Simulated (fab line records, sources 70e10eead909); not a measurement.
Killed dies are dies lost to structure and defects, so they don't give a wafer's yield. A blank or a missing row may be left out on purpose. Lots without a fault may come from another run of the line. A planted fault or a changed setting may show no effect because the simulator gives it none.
Problem report in the 8D (eight disciplines) form, filled by code | flow nand_harc | the parts of the form that need people (team, actions taken, sign-off) are left out

1. THE PROBLEM
rf_fwd_power_W at NHARC_A_BONDPAD_ETCH_12 reads a mean of 435.5 W on 2 wafers of 1 lot; wafers without a fault read 497.2 W with a standard deviation of 1.9. That is -32 standard deviations from the usual mean.
The step: etches the open film in CHF3/O2, target depth 220 nm, time 110 s.
First seen on wafer L655.1, day 29 02:07, on rie_diel-05. The record holds 39 wafers of 13 lots with a number at this step. Rule for "out", or "out of limits": more than 4 standard deviations from the usual mean. The other wafers with a number count as sound.

2. WHAT IT IS AND WHAT IT IS NOT
question                    | is                | is not
which readings at this step | rf_fwd_power_W    | drypump_motor_current_A, rf_vpp_V, showerhead_plenum_p_Torr, throttle_valve_pct
which lots                  | L655              | L641, L642, L643, L644, L646, L647, L648, L649, L650, L651, L652, L653
which wafers of those lots  | L655.1, L655.6    | L655.5
read on which tools         | rie_diel-05       | rie_diel-06
when                        | from day 29 02:07 | up to then (37 sound wafers)

3. SUSPECTS, AND WHAT RULES EACH OUT
Counting: a tool at a process step up to the reading stays a suspect if it ran every lot that is out. Sound lots after the first of them don't rule it out here, since some wafers of a struck lot are sound.
- cmp-04 at NHARC_A_BONDPAD_CMP_29 (polishes SiCN, target thk 200 nm): kept. It ran the lot that is out, L655 (day 29 00:56); its last sound lot up to then is L646 (day 24 13:23).
- rie_diel-05 at NHARC_A_BONDPAD_DESCUM_11 (chemistry O2, time 3 s): kept. It ran the lot that is out, L655 (day 29 01:58); its last sound lot up to then is L653 (day 28 10:20).
- rie_diel-05 at NHARC_A_BONDPAD_ETCH_12 (etches the open film in CHF3/O2, target depth 220 nm, time 110 s): kept. It ran the lot that is out, L655 (day 29 02:07); its last sound lot up to then is L653 (day 28 10:31). Its own readings are out on those wafers: rf_fwd_power_W.
- Within cmp-04 at NHARC_A_BONDPAD_CMP_29: the wafers that are out ran in chamber 1; their sound lot-mates ran in chamber 0.
- Within rie_diel-05 at NHARC_A_BONDPAD_DESCUM_11: the wafers that are out ran in chambers 0, 2; their sound lot-mates ran in chamber 1.
- Within rie_diel-05 at NHARC_A_BONDPAD_ETCH_12: the wafers that are out ran in chamber 2; their sound lot-mates ran in chamber 1.
Left after counting: cmp-04 at NHARC_A_BONDPAD_CMP_29, rie_diel-05 at NHARC_A_BONDPAD_DESCUM_11, rie_diel-05 at NHARC_A_BONDPAD_ETCH_12.

4. THE CAUSE (what the simulator had put in)
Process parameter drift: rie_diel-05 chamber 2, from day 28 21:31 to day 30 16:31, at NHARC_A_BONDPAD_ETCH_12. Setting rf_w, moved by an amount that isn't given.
Counting left 3 suspects, and this tool is among them.

5. THE CHAIN OF EFFECTS, in route order
Each row: a reading whose mean over the struck wafers that have a number lies more than 3 standard deviations from the usual. Only readings for which the record gives a usual standard deviation are gone through. hours: the time from each lot's start at the first step in this table that gives one to its start at this step, as a median over the lots. sigmas: the change in usual standard deviations.
hours | step                    | reading        | usual   | on struck wafers | change | sigmas
0     | NHARC_A_BONDPAD_ETCH_12 | rf_fwd_power_W | 497.2 W | 435.5            | -61.7  | -32
The process steps in it:
- NHARC_A_BONDPAD_ETCH_12: etches the open film in CHF3/O2, target depth 220 nm, time 110 s.

6. WHAT WOULD HAVE CAUGHT IT SOONER
In this record the first reading out of limits was taken at day 29 02:07, 5 hours after the fault began at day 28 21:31.
